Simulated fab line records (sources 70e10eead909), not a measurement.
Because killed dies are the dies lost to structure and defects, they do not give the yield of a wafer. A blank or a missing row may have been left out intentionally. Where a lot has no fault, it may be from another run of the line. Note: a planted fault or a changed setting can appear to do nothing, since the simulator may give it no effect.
One fault through the eyes of 2 desks | flow nand harc | each desk has only its own numbers; what lay behind them comes last

THE DEFECT DESK
For each lot, the counts of the inspections along the route, averaged over the sampled wafers that have a number. If a lot's mean is further than 4 standard deviations from the usual mean, the lot is out of limits and carries the mark OUT (the distance appears in the brackets).
Columns: A = raw defect count at NHARC_A_ZERO_WELL_INSPECT_17, usual 11
lot  | first seen here | A
L844 | day 7 09:24     | 14
L845 | day 7 11:20     | 10
L848 | day 8 11:42     | 17
L849 | day 9 02:05     | 6
L854 | day 10 14:53    | 12
L853 | day 10 15:34    | 21
L855 | day 11 07:21    | 11
L858 | day 12 19:25    | 16
L857 | day 12 22:08    | 10
L864 | day 15 01:51    | 26
L865 | day 15 16:14    | 8
L866 | day 15 21:59    | 10
L867 | day 16 06:31    | 14
Finding of this desk: none of the 13 lots has anything out of limits.

AT THE METROLOGY DESK
Means of the sampled wafers that have a number, per lot and without regard to the tool the lot ran on: this is what the gauges read. If a lot's mean is further than 4 standard deviations from the usual mean, the lot is out of limits and carries the mark OUT (the distance appears in the brackets).
Columns: A = thk nm at NHARC_A_ONON_D1_THK_MEAS_08, usual 999 nm; B = thk nm at NHARC_A_ONON_D1_THK_MEAS_18, usual 999 nm
lot  | first seen here | A              | B
L845 | day 8 07:30     | 1000           | 986
L844 | day 8 07:31     | 1000           | 998
L848 | day 9 09:55     | 1000           | 993
L849 | day 10 02:13    | 1012           | 996
L853 | day 11 15:30    | 1015           | 1001
L854 | day 11 15:31    | 984            | 999
L855 | day 12 07:21    | 1594 (+54) OUT | -
L858 | day 13 18:16    | 988            | 992
L857 | day 13 18:19    | 1620 (+56) OUT | -
L864 | day 15 23:17    | 998            | 1001
L865 | day 16 15:03    | 983            | 996
L866 | day 16 19:43    | 985            | 999
L867 | day 17 05:45    | 999            | 1012
This desk's finding: out of limits on L855, L857; first on L855, day 12 07:21 (thk nm at NHARC_A_ONON_D1_THK_MEAS_08). In limits: L845, L844, L848, L849, L853, L854, L858, L864, L865, L866, L867.

ALL TOGETHER
An alarm was possible from the metrology desk at day 12 07:21, on L855, L857.
Nothing out of limits was seen by the defect desk.
The defect desk has L855, L857 on record, within its limits.
Of the lots named, all ran NHARC_A_ONON_D1_DEP_06 on pecvd onon-04.

WHAT THE SIMULATOR PUT IN
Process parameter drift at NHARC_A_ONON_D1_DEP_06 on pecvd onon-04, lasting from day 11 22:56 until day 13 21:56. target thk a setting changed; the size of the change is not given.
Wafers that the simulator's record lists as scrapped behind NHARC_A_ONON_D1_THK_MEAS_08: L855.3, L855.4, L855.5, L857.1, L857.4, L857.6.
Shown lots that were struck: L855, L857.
Per desk, hours elapsed from the start of the fault to the first reading out of limits: for the metrology desk, 8.
